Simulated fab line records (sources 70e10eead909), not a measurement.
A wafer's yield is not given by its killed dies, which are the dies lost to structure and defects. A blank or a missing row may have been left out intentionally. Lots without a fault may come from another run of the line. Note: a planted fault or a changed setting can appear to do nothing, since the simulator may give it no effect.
Struck lot and sound lot, side by side | flow nand harc | 14 steps out of a route of 1159
Sound: wafers L554.2, L554.3, L554.5. Struck: wafer L556.4 (L556.1, L556.2, from the same lot, were not struck and are left out); the cause is given at the end.
Each step with rows lists, per side, the tool, then ch with its chambers, then its first start. Under that, the readings that differ: sound wafers | struck wafers | difference of the means | sigmas: that difference in standard deviations of wafers without a fault.
alike: a reading whose means differ by less than 2 such deviations, as well as words and numbers matching on both sides. not compared: withheld readings; readings where some wafer has no value; bounds like >300 that might hide an equal value; numbers whose values overlap and for which the record gives no deviation.
Wherever a step has rows on one side only, a row that says differs or no value, or a row with sigmas, the two part there. Numbers that have no deviation but don't overlap get no sigmas and don't part them. Lack of a reading on every wafer of one side parts them only where that side has two or more wafers.

first, 1 step without rows for these wafers: NHARC_A_STAIRCASE_TRIM_189 (chemistry O2, time 211.2 s).
NHARC_A_STAIRCASE_ETCH_190: etches the open film in C4F8/O2, target depth 100 nm, time 40.5 s.
  sound on rie diel-01 ch 0,2; struck on rie diel-01 ch 3
  alike: oes product au, rf vpp V, run length s
  not compared: rf hours counter h
NHARC_A_STAIRCASE_TRIM_191: chemistry O2, time 211.2 s.
  sound on rie diel-01 ch 1,2,3; struck on rie diel-01 ch 0
  alike: drypump motor current A, o2 flow sccm, oes product au, rf vpp V, showerhead plenum p Torr, throttle valve pct
  not compared: rf hours counter h
NHARC_A_STAIRCASE_ETCH_192: etches the open film in C4F8/O2, target depth 100 nm, time 40.5 s.
  sound on rie diel-01 ch 1,2,3; struck on rie diel-01 ch 0
  reading          | sound          | struck | difference | sigmas
  run length s (s) | 61.5 61.8 61.5 | 62.7   | +1.1       | +2
  alike: oes product au, rf vpp V
  not compared: rf hours counter h
then, 1 step without rows for these wafers: NHARC_A_STAIRCASE_TRIM_193 (chemistry O2, time 211.2 s).
NHARC_A_STAIRCASE_ETCH_194: etches the open film in C4F8/O2, target depth 100 nm, time 40.5 s.
  sound on rie diel-01 ch 1,2,3; struck on rie diel-01 ch 1
  alike: oes product au, rf vpp V, run length s
  not compared: rf hours counter h
then, 5 steps without rows for these wafers: NHARC_A_STAIRCASE_TRIM_196 (chemistry O2, time 211.2 s); NHARC_A_STAIRCASE_ETCH_197 (etches the open film in C4F8/O2, target depth 100 nm, time 40.5 s); NHARC_A_STAIRCASE_TRIM_198 (chemistry O2, time 211.2 s); NHARC_A_STAIRCASE_ETCH_199 (etches the open film in C4F8/O2, target depth 100 nm, time 40.5 s); NHARC_A_STAIRCASE_TRIM_200 (chemistry O2, time 211.2 s).
NHARC_A_STAIRCASE_ETCH_201: etches the open film in C4F8/O2, target depth 100 nm, time 40.5 s.
  sound on rie diel-08 ch 2,3, day 11 02:12; struck on rie diel-08 ch 0, day 11 15:37
  reading          | sound          | struck | difference | sigmas
  run length s (s) | 62.7 61.2 61.3 | 71.7   | +10.0      | +18
  alike: oes product au, rf vpp V
  not compared: rf hours counter h
NHARC_A_STAIRCASE_TRIM_202: chemistry O2, time 211.2 s.
  sound on rie diel-08 ch 0,2,3; struck on rie diel-08 ch 3
  alike: drypump motor current A, o2 flow sccm, oes product au, rf vpp V, showerhead plenum p Torr, throttle valve pct
  not compared: rf hours counter h
-- jump in the record: it breaks off in module A_STAIRCASE and resumes in module END (first step shown: number 1159 of the route), and 8 days separate the struck wafers' starts before and after --
NHARC_END_SORT_01:
  at this point the record logs the struck wafers (prober-01 ch 0, day 20 01:07) and has no rows for the sound ones

WHERE THEY PART
First at NHARC_A_STAIRCASE_ETCH_192; last, within this record, at NHARC_END_SORT_01.

WHY: what the simulator had put in
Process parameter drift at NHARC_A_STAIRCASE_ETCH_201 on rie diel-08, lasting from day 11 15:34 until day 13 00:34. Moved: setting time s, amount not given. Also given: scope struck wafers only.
